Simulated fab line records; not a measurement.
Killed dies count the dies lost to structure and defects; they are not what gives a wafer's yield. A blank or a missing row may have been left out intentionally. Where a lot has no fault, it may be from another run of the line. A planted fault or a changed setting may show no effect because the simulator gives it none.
Chamber matching / flow n5Finfet / N5_BEOL_M8_CMP_52 on cmp-02: 4 sister chambers
The step polishes, stops on SiCOH lowk, t overpolish 6.9 s, target thk 80 nm. 8 wafers are shown with their chamber, then 10 later ones without.

EACH WAFER AND ITS CHAMBER
wafer=L085.4; chamber=1; motorCurrentA (A)=5.3; timeToEndpointS (s)=63
wafer=L086.5; chamber=2; motorCurrentA (A)=5.8; timeToEndpointS (s)=67
wafer=L086.6; chamber=3; motorCurrentA (A)=5.5; timeToEndpointS (s)=63
wafer=L089.3; chamber=0; motorCurrentA (A)=6.7; timeToEndpointS (s)=63
wafer=L089.5; chamber=2; motorCurrentA (A)=6.0; timeToEndpointS (s)=67
wafer=L089.6; chamber=3; motorCurrentA (A)=5.6; timeToEndpointS (s)=64
wafer=L087.2; chamber=0; motorCurrentA (A)=6.6; timeToEndpointS (s)=59
wafer=L087.3; chamber=1; motorCurrentA (A)=5.4; timeToEndpointS (s)=55

WAFERS WITH NO CHAMBER GIVEN
wafer=L087.5; motorCurrentA (A)=5.2; timeToEndpointS (s)=56
wafer=L093.1; motorCurrentA (A)=6.3; timeToEndpointS (s)=65
wafer=L093.3; motorCurrentA (A)=5.4; timeToEndpointS (s)=63
wafer=L093.5; motorCurrentA (A)=6.0; timeToEndpointS (s)=68
wafer=L091.1; motorCurrentA (A)=6.4; timeToEndpointS (s)=66
wafer=L091.2; motorCurrentA (A)=5.3; timeToEndpointS (s)=57
wafer=L091.4; motorCurrentA (A)=6.0; timeToEndpointS (s)=64
wafer=L096.2; motorCurrentA (A)=5.9; timeToEndpointS (s)=62
wafer=L096.4; motorCurrentA (A)=5.4; timeToEndpointS (s)=61
wafer=L096.6; motorCurrentA (A)=5.8; timeToEndpointS (s)=62

THE CHAMBER EACH PASSED THROUGH
wafer=L087.5; from the rows above=1; in truth=1
wafer=L093.1; from the rows above=can't be placed: 0 or 2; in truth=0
wafer=L093.3; from the rows above=can't be placed: 1 or 3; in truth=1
wafer=L093.5; from the rows above=2; in truth=2
wafer=L091.1; from the rows above=0; in truth=0
wafer=L091.2; from the rows above=1; in truth=1
wafer=L091.4; from the rows above=2; in truth=2
wafer=L096.2; from the rows above=2; in truth=2
wafer=L096.4; from the rows above=can't be placed: 1 or 3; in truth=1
wafer=L096.6; from the rows above=can't be placed: 2 or 3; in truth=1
6 of 10 placed correctly. From these rows, 4 cannot be placed; in 3 the true chamber is one of the candidates. Placed wrongly: 0.
How it was worked out, from the rows above alone: a wafer's distance from a chamber is the root of the sum, over the readings, of the square of ((its reading less the chamber's mean) divided by the reading's scatter). The wafer belongs to the nearest chamber; if the next one is less than 2 further off, it can't be placed. The mean given for a chamber averages the wafers shown for that chamber. The scatter: the root of (the sum of the squares of (reading less its chamber's mean) over the shown wafers, divided by (wafers less chambers)).
